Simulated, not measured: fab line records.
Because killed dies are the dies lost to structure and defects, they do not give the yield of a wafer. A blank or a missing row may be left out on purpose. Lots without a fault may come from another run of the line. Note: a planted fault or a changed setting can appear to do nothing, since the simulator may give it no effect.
Split-lot trial || flow n5-finfet || on a route of 1938 steps: 7 lots, 21 wafers read

THE SPLIT
At N5_FIN_SAQP_COAT_49 (time 60 s, resist thk 100 nm), the setting spin-rpm was moved away from the recipe's 1500 rpm on 9 of the 21 wafers read, by -10.3% to +8.5%. This setting was run at the recipe's value on the other wafers.

FROM THE SPLIT TO THE READING: what the file shows between them, 8 steps
- N5_FIN_SAQP_COAT_50: time 60 s, resist thk 35 nm
- N5_FIN_SAQP_COAT_10: resist thk 90 nm
- N5_FIN_SAQP_DESCUM_21: chemistry O2, time 7.9 s
- N5_FIN_SAQP_ETCH_51: etches SiARC in CF4, target depth 45.5 nm, time 75.8 s
- N5_FIN_SAQP_ETCH_52: etches SOC in N2/H2, target depth 100 nm, overetch 20 nm, time 150 s
- N5_FIN_SAQP_STRIP_53: strips in N2/H2
- N5_FIN_SAQP_HM_OPEN_73: chemistry CHF3/O2, target SiO2, stops on a-Si, target depth 12 nm, time 16.8 s
- N5_FIN_SAQP_STRIP_74: strips in CHF3/O2

THE READING
SOC_of_FIN_SAQP_COAT_49.thk-nm (the simulator's own value, which no gauge read), in nm, at N5_FIN_SAQP_MANDREL_ETCH_22 (etches a-Si in HBr/Cl2, stops on SiNx, target depth 60 nm, bt time 10 s, time 30 s). The file gives no usual value for it. Here, 12 wafers ran the recipe; their average is 76.24 nm with a standard deviation of 0.56 nm.

{"wafer": "L075.1", "tool, chamber at the split": "litho-track-01, 0", "spin-rpm as run, rpm": 1500, "against the recipe": "recipe", "SOC_of_FIN_SAQP_COAT_49.thk-nm, nm": 75.24, "against lot-mates on the recipe": "-"}
{"wafer": "L075.4", "tool, chamber at the split": "litho-track-01, 0", "spin-rpm as run, rpm": 1500, "against the recipe": "recipe", "SOC_of_FIN_SAQP_COAT_49.thk-nm, nm": 76.71, "against lot-mates on the recipe": "-"}
{"wafer": "L075.5", "tool, chamber at the split": "litho-track-01, 0", "spin-rpm as run, rpm": 1380, "against the recipe": "-8.0%", "SOC_of_FIN_SAQP_COAT_49.thk-nm, nm": 80.51, "against lot-mates on the recipe": "+4.54"}
{"wafer": "L076.1", "tool, chamber at the split": "litho-track-05, 0", "spin-rpm as run, rpm": 1500, "against the recipe": "recipe", "SOC_of_FIN_SAQP_COAT_49.thk-nm, nm": 76.12, "against lot-mates on the recipe": "-"}
{"wafer": "L076.2", "tool, chamber at the split": "litho-track-05, 0", "spin-rpm as run, rpm": 1500, "against the recipe": "recipe", "SOC_of_FIN_SAQP_COAT_49.thk-nm, nm": 76.8, "against lot-mates on the recipe": "-"}
{"wafer": "L076.5", "tool, chamber at the split": "litho-track-05, 0", "spin-rpm as run, rpm": 1500, "against the recipe": "recipe", "SOC_of_FIN_SAQP_COAT_49.thk-nm, nm": 76.78, "against lot-mates on the recipe": "-"}
{"wafer": "L081.1", "tool, chamber at the split": "litho-track-01, 0", "spin-rpm as run, rpm": 1394, "against the recipe": "-7.1%", "SOC_of_FIN_SAQP_COAT_49.thk-nm, nm": 79.08, "against lot-mates on the recipe": "+2.25"}
{"wafer": "L081.2", "tool, chamber at the split": "litho-track-01, 0", "spin-rpm as run, rpm": 1394, "against the recipe": "-7.1%", "SOC_of_FIN_SAQP_COAT_49.thk-nm, nm": 79.3, "against lot-mates on the recipe": "+2.47"}
{"wafer": "L081.4", "tool, chamber at the split": "litho-track-01, 0", "spin-rpm as run, rpm": 1500, "against the recipe": "recipe", "SOC_of_FIN_SAQP_COAT_49.thk-nm, nm": 76.83, "against lot-mates on the recipe": "-"}
{"wafer": "L085.1", "tool, chamber at the split": "litho-track-05, 0", "spin-rpm as run, rpm": 1500, "against the recipe": "recipe", "SOC_of_FIN_SAQP_COAT_49.thk-nm, nm": 75.56, "against lot-mates on the recipe": "-"}
{"wafer": "L085.4", "tool, chamber at the split": "litho-track-05, 0", "spin-rpm as run, rpm": 1365, "against the recipe": "-9.0%", "SOC_of_FIN_SAQP_COAT_49.thk-nm, nm": 80.18, "against lot-mates on the recipe": "+4.62"}
{"wafer": "L085.5", "tool, chamber at the split": "litho-track-05, 0", "spin-rpm as run, rpm": 1365, "against the recipe": "-9.0%", "SOC_of_FIN_SAQP_COAT_49.thk-nm, nm": 81.47, "against lot-mates on the recipe": "+5.91"}
{"wafer": "L086.2", "tool, chamber at the split": "litho-track-04, 0", "spin-rpm as run, rpm": 1627, "against the recipe": "+8.5%", "SOC_of_FIN_SAQP_COAT_49.thk-nm, nm": 71.02, "against lot-mates on the recipe": "no lot-mate on the recipe"}
{"wafer": "L086.3", "tool, chamber at the split": "litho-track-04, 0", "spin-rpm as run, rpm": 1627, "against the recipe": "+8.5%", "SOC_of_FIN_SAQP_COAT_49.thk-nm, nm": 72.14, "against lot-mates on the recipe": "no lot-mate on the recipe"}
{"wafer": "L086.4", "tool, chamber at the split": "litho-track-04, 0", "spin-rpm as run, rpm": 1627, "against the recipe": "+8.5%", "SOC_of_FIN_SAQP_COAT_49.thk-nm, nm": 71.47, "against lot-mates on the recipe": "no lot-mate on the recipe"}
{"wafer": "L088.2", "tool, chamber at the split": "litho-track-01, 0", "spin-rpm as run, rpm": 1500, "against the recipe": "recipe", "SOC_of_FIN_SAQP_COAT_49.thk-nm, nm": 75.93, "against lot-mates on the recipe": "-"}
{"wafer": "L088.4", "tool, chamber at the split": "litho-track-01, 0", "spin-rpm as run, rpm": 1500, "against the recipe": "recipe", "SOC_of_FIN_SAQP_COAT_49.thk-nm, nm": 76.7, "against lot-mates on the recipe": "-"}
{"wafer": "L088.5", "tool, chamber at the split": "litho-track-01, 0", "spin-rpm as run, rpm": 1500, "against the recipe": "recipe", "SOC_of_FIN_SAQP_COAT_49.thk-nm, nm": 76.48, "against lot-mates on the recipe": "-"}
{"wafer": "L095.4", "tool, chamber at the split": "litho-track-05, 0", "spin-rpm as run, rpm": 1345, "against the recipe": "-10.3%", "SOC_of_FIN_SAQP_COAT_49.thk-nm, nm": 80.65, "against lot-mates on the recipe": "+4.81"}
{"wafer": "L095.5", "tool, chamber at the split": "litho-track-05, 0", "spin-rpm as run, rpm": 1500, "against the recipe": "recipe", "SOC_of_FIN_SAQP_COAT_49.thk-nm, nm": 76.32, "against lot-mates on the recipe": "-"}
{"wafer": "L095.6", "tool, chamber at the split": "litho-track-05, 0", "spin-rpm as run, rpm": 1500, "against the recipe": "recipe", "SOC_of_FIN_SAQP_COAT_49.thk-nm, nm": 75.37, "against lot-mates on the recipe": "-"}

FIT RESULTS
A straight line over all 21 wafers: SOC_of_FIN_SAQP_COAT_49.thk-nm changes by -0.505 nm for each +1% of spin-rpm; r = -0.98; the points scatter about the line by 0.6 nm.
The same after taking each lot's own level away (the mean of its wafers on the recipe; 18 wafers): -0.498 nm for each +1%; r = -0.95; scatter 0.68 nm.
That fit puts the effect of the largest move of spin-rpm on the reading at 5.2 nm.
From 75.560 to 76.830 nm: that is the span of the lots' own levels, equal to 2.3 times the standard deviation above.
Consequently the slope shifts little with the lot-to-lot level, the two slopes agreeing.
Check: +5.22 nm against its lot-mates is what the line predicts for one of the wafers moved furthest among these (-10.3%) when that wafer is left out of the fit. Against them it came out at +4.81 nm.

ADDITIONAL SPLITS CARRIED BY THESE WAFERS
Other splits were also applied to these wafers ahead of the reading. Each is held against what the fit with the lots' levels taken away leaves over:
{"other split on the same wafers": "N5_ZERO_LAYER_COAT_05 spin-rpm", "wafers away from the commonest value": 6, "r with SOC_of_FIN_SAQP_COAT_49.thk-nm (lot level and that fit taken away)": -0.04}
{"other split on the same wafers": "N5_ZERO_LAYER_DEVELOP_10 develop-time-s", "wafers away from the commonest value": 9, "r with SOC_of_FIN_SAQP_COAT_49.thk-nm (lot level and that fit taken away)": -0.20}
{"other split on the same wafers": "N5_WELL_APT_PEB_23 peb-temp-c", "wafers away from the commonest value": 6, "r with SOC_of_FIN_SAQP_COAT_49.thk-nm (lot level and that fit taken away)": "+0.06"}
{"other split on the same wafers": "N5_WELL_APT_DEVELOP_24 develop-time-s", "wafers away from the commonest value": 5, "r with SOC_of_FIN_SAQP_COAT_49.thk-nm (lot level and that fit taken away)": -0.25}

THE WHOLE CHAIN: every reading that the file lists as answering this split, in the file's order
{"step": "N5_FIN_SAQP_COAT_49", "what it does": "time 60 s, resist thk 100 nm", "reading": "SOC_of_FIN_SAQP_COAT_49.thk-nm (the simulator's own value, which no gauge read)", "change (the file's fit)": "-0.53 nm for each +1% of the setting", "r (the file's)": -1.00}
{"step": "N5_FIN_SAQP_ETCH_52", "what it does": "etches SOC in N2/H2, target depth 100 nm, overetch 20 nm, time 150 s", "reading": "etch.depth-nm (the simulator's own value, which no gauge read)", "change (the file's fit)": "-0.53 nm for each +1% of the setting", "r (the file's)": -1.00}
{"step": "N5_FIN_SAQP_MANDREL_ETCH_22", "what it does": "etches a-Si in HBr/Cl2, stops on SiNx, target depth 60 nm, bt time 10 s, time 30 s", "reading": "SOC_of_FIN_SAQP_COAT_49.thk-nm (the simulator's own value, which no gauge read)", "change (the file's fit)": "-0.497 nm for each +1% of the setting", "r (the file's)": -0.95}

THE FILE'S OWN FIT
SOC_of_FIN_SAQP_COAT_49.thk-nm changes by -0.497 nm for each +1% of spin-rpm, r = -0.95.
